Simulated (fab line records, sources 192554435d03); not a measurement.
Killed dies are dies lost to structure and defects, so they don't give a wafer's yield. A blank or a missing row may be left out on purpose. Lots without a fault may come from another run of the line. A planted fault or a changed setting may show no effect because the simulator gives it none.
Which tool did it? | flow n5_finfet | 11 lots, 32 wafers sampled, at 2 steps of a route of 1938

WHAT THE GAUGES READ, wafer by wafer
N5_MIM_TOP_LITHO_CD_MEAS_08: target cd 2000 nm.
lot  | measured     | on        | cd_nm (nm)
L256 | day 12 11:20 | cd_sem-03 | 2001.6 1997.4 1999.5
L259 | day 12 11:36 | cd_sem-01 | 1999.8 1999.5 2003.6
L258 | day 12 14:10 | cd_sem-02 | 1998.0 1997.8 1997.4
L261 | day 12 23:21 | cd_sem-01 | 1997.4 1998.7 1996.8
L260 | day 13 03:08 | cd_sem-02 | 2000.6 1999.6 1999.7
L262 | day 13 07:30 | cd_sem-02 | 1999.2 1999.7 1998.5
L264 | day 14 11:19 | cd_sem-01 | 1998.4 1999.9 2002.2
L269 | day 15 21:17 | cd_sem-01 | 2001.3 2001.7
L274 | day 16 17:26 | cd_sem-02 | 2001.5 2000.9 2000.4
L277 | day 17 07:11 | cd_sem-01 | 2002.0 2000.5 2000.9
L279 | day 17 12:07 | cd_sem-02 | 1998.0 1998.5 1995.2

WHICH TOOL RAN EACH LOT (tool, then ch and the chambers of the sampled wafers, then the start)
lot  | N5_MIM_TOP_DEGAS_04
L256 | pvd_sputter-03, day 12 10:54
L259 | pvd_sputter-03, day 12 11:10
L258 | pvd_sputter-01, day 12 13:43
L261 | pvd_sputter-02, day 12 22:55
L260 | pvd_sputter-01, day 13 02:42
L262 | pvd_sputter-03, day 13 07:04
L264 | pvd_sputter-01, day 14 10:53
L269 | pvd_sputter-03, day 15 20:52
L274 | pvd_sputter-03, day 16 17:00
L277 | pvd_sputter-01, day 17 06:46
L279 | pvd_sputter-03, day 17 11:34
- N5_MIM_TOP_DEGAS_04: time 60 s.

THE ANSWER, worked out from the rows above alone
Rule: what is usual is taken from the lots themselves. Put in order of their means at a reading, lots are off if they are a third of the lots or fewer, leave a main group of 4 or more, and stand apart from it by a gap of 3 or more times the standard deviation of the main group's means; of several such gaps the widest counts. A main group whose means are all the same, to the digits that the tables above print for the reading, isn't used. A lot without any number at a reading at which 4 lots or more have one is off too. The other lots that the step has rows for count as sound.
No lot is off at any reading shown: from this, nothing can be told.

WHAT THE SIMULATOR HAD PUT IN
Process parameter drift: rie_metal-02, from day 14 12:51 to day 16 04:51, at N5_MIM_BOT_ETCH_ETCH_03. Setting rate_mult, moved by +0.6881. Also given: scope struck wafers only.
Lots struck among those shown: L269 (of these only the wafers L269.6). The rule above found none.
